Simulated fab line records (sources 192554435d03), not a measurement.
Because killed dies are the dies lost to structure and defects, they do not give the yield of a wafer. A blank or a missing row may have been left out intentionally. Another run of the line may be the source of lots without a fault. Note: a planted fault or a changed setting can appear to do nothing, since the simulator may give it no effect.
Matching of chambers + flow n5-finfet + N5_BEOL_M0_STRIP_140 on rie-diel-03: 4 sister chambers
The step strips in CF4. 8 wafers are shown with their chamber, then 12 later ones without.

WAFERS PAIRED WITH THEIR CHAMBERS
| wafer  | chamber | oes-product-au (a.u.) | drypump-motor-current-A (A) |
|--------|---------|-----------------------|-----------------------------|
| L078.5 | 1       | 0.75                  | 5.4                         |
| L082.3 | 3       | 0.72                  | 5.6                         |
| L082.6 | 2       | 0.87                  | 5.8                         |
| L084.4 | 3       | 0.72                  | 5.5                         |
| L084.6 | 1       | 0.74                  | 5.4                         |
| L085.2 | 0       | 0.68                  | 5.7                         |
| L085.4 | 2       | 0.86                  | 5.7                         |
| L085.5 | 0       | 0.67                  | 5.7                         |

WAFERS WHOSE CHAMBER IS MISSING
| wafer  | oes-product-au (a.u.) | drypump-motor-current-A (A) |
|--------|-----------------------|-----------------------------|
| L086.1 | 0.86                  | 5.8                         |
| L086.2 | 0.73                  | 5.5                         |
| L086.6 | 0.73                  | 5.4                         |
| L088.1 | 0.85                  | 5.8                         |
| L088.4 | 0.73                  | 5.5                         |
| L088.5 | 0.85                  | 5.8                         |
| L089.1 | 0.85                  | 5.8                         |
| L089.3 | 0.71                  | 5.5                         |
| L089.6 | 0.72                  | 5.5                         |
| L095.1 | 0.83                  | 5.8                         |
| L095.4 | 0.83                  | 5.8                         |
| L095.5 | 0.71                  | 5.6                         |

CHAMBER TAKEN BY EACH
| wafer  | from the rows above     | in truth |
|--------|-------------------------|----------|
| L086.1 | 2                       | 2        |
| L086.2 | can't be placed: 3 or 1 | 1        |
| L086.6 | can't be placed: 1 or 3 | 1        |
| L088.1 | 2                       | 2        |
| L088.4 | can't be placed: 3 or 1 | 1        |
| L088.5 | 2                       | 2        |
| L089.1 | 2                       | 2        |
| L089.3 | 3                       | 3        |
| L089.6 | 3                       | 3        |
| L095.1 | 2                       | 2        |
| L095.4 | 2                       | 2        |
| L095.5 | 3                       | 3        |
Placed correctly: 9 of 12. Can't be placed from these rows: 3 (the true chamber is among the candidates in 3). Wrongly placed: 0.
How it was worked out, from the rows above alone: a wafer's distance from a chamber is the root of the sum, over the readings, of the square of ((its reading less the chamber's mean) divided by the reading's scatter). The wafer belongs to the nearest chamber; if the next one is less than 2 further off, it can't be placed. The mean given for a chamber averages the wafers shown for that chamber. The scatter is the square root of a quotient: the sum, over the shown wafers, of each reading's squared deviation from its chamber's mean, divided by wafers minus chambers.
